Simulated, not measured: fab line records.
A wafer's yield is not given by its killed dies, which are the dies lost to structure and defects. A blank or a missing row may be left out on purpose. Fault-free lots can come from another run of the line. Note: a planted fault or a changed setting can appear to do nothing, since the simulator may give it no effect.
Which tool was responsible? || flow n5 finfet || 9 lots, 25 wafers sampled, at 4 steps of a route of 1938

== WHAT EACH GAUGE READ, for each wafer ==
N5_BEOL_M2_THK_MEAS_53: measures by xrf.
{"lot": "L816", "measured": "day 7 09:02", "on": "film metro-01", "M2_THK (nm)": "42.5 42.2 40.4"}
{"lot": "L821", "measured": "day 8 11:45", "on": "film metro-01", "M2_THK (nm)": "145.8 160.9"}
{"lot": "L822", "measured": "day 8 18:05", "on": "film metro-02", "M2_THK (nm)": "154.1 38.6"}
{"lot": "L829", "measured": "day 10 12:43", "on": "film metro-02", "M2_THK (nm)": "41.1 42.0 39.2"}
{"lot": "L830", "measured": "day 10 19:36", "on": "film metro-01", "M2_THK (nm)": "41.2 40.8 41.4"}
{"lot": "L832", "measured": "day 10 23:38", "on": "film metro-01", "M2_THK (nm)": "41.6 40.4 40.7"}
{"lot": "L835", "measured": "day 12 07:34", "on": "film metro-01", "M2_THK (nm)": "41.1 41.1 41.1"}
{"lot": "L836", "measured": "day 12 16:46", "on": "film metro-02", "M2_THK (nm)": "39.8 42.1 41.9"}
{"lot": "L837", "measured": "day 12 20:23", "on": "film metro-01", "M2_THK (nm)": "39.0 40.1 39.4"}

== EACH LOT AND THE TOOL THAT RAN IT (in order: tool; ch and the chambers of the sampled wafers; start) ==
{"lot": "L816", "N5_BEOL_M2_ANNEAL_87": "pvd sputter-02, day 7 07:14", "N5_BEOL_M2_SPUTTER_90": "pvd sputter-02, day 7 07:35", "N5_BEOL_M2_CMP_52": "cmp-03 ch 1,2, day 7 08:47"}
{"lot": "L821", "N5_BEOL_M2_ANNEAL_87": "pvd sputter-02, day 8 09:57", "N5_BEOL_M2_SPUTTER_90": "pvd sputter-02, day 8 10:19", "N5_BEOL_M2_CMP_52": "cmp-03 ch 1,2, day 8 11:32"}
{"lot": "L822", "N5_BEOL_M2_ANNEAL_87": "pvd sputter-02, day 8 16:09", "N5_BEOL_M2_SPUTTER_90": "pvd sputter-02, day 8 16:31", "N5_BEOL_M2_CMP_52": "cmp-03 ch 1,3, day 8 17:52"}
{"lot": "L829", "N5_BEOL_M2_ANNEAL_87": "pvd sputter-02, day 10 10:54", "N5_BEOL_M2_SPUTTER_90": "pvd sputter-02, day 10 11:16", "N5_BEOL_M2_CMP_52": "cmp-04 ch 0,3, day 10 12:27"}
{"lot": "L830", "N5_BEOL_M2_ANNEAL_87": "pvd sputter-02, day 10 17:47", "N5_BEOL_M2_SPUTTER_90": "pvd sputter-02, day 10 18:09", "N5_BEOL_M2_CMP_52": "cmp-04 ch 0,1,2, day 10 19:23"}
{"lot": "L832", "N5_BEOL_M2_ANNEAL_87": "pvd sputter-03, day 10 21:45", "N5_BEOL_M2_SPUTTER_90": "pvd sputter-03, day 10 22:07", "N5_BEOL_M2_CMP_52": "cmp-01 ch 0,1,3, day 10 23:21"}
{"lot": "L835", "N5_BEOL_M2_ANNEAL_87": "pvd sputter-03, day 12 05:45", "N5_BEOL_M2_SPUTTER_90": "pvd sputter-03, day 12 06:07", "N5_BEOL_M2_CMP_52": "cmp-03 ch 1,2,3, day 12 07:16"}
{"lot": "L836", "N5_BEOL_M2_ANNEAL_87": "pvd sputter-03, day 12 13:55", "N5_BEOL_M2_SPUTTER_90": "pvd sputter-03, day 12 14:16", "N5_BEOL_M2_CMP_52": "cmp-01 ch 1,2,3, day 12 16:30"}
{"lot": "L837", "N5_BEOL_M2_ANNEAL_87": "pvd sputter-01, day 12 18:34", "N5_BEOL_M2_SPUTTER_90": "pvd sputter-01, day 12 18:56", "N5_BEOL_M2_CMP_52": "cmp-03 ch 1,2, day 12 20:07"}
- N5_BEOL_M2_ANNEAL_87: time 240 s.
- N5_BEOL_M2_SPUTTER_90: material Cu, target thk 4.5 nm, time 8.29 s.
- N5_BEOL_M2_CMP_52: polishes, stops on SiOC, t overpolish 6.8 s, target thk 40 nm.

== THE ANSWER, worked out from the rows above alone ==
Rule: the usual values come from the lots themselves. Put in order of their means at a reading, lots are off if they are a third of the lots or fewer, leave a main group of 4 or more, and stand apart from it by a gap of 3 or more times the standard deviation of the main group's means; of several such gaps the widest counts. If all means in a main group match to the digits the tables above print for the reading, that group is not used. A lot without any number at a reading at which 4 lots or more have one is off too. All remaining lots with rows at the step are treated as sound.
Off: at N5_BEOL_M2_THK_MEAS_53 (M2_THK), L821, L822. Mean 40.9 nm and standard deviation 0.64 in the main group.
If a tool, at a process step before that reading, ran all the lots that are off and no sound lot after the first of them, it fits. Those tools and the gauges at N5_BEOL_M2_THK_MEAS_53 are tried in the same way. None of those tried fits.

== WHAT WAS PUT IN BY THE SIMULATOR ==
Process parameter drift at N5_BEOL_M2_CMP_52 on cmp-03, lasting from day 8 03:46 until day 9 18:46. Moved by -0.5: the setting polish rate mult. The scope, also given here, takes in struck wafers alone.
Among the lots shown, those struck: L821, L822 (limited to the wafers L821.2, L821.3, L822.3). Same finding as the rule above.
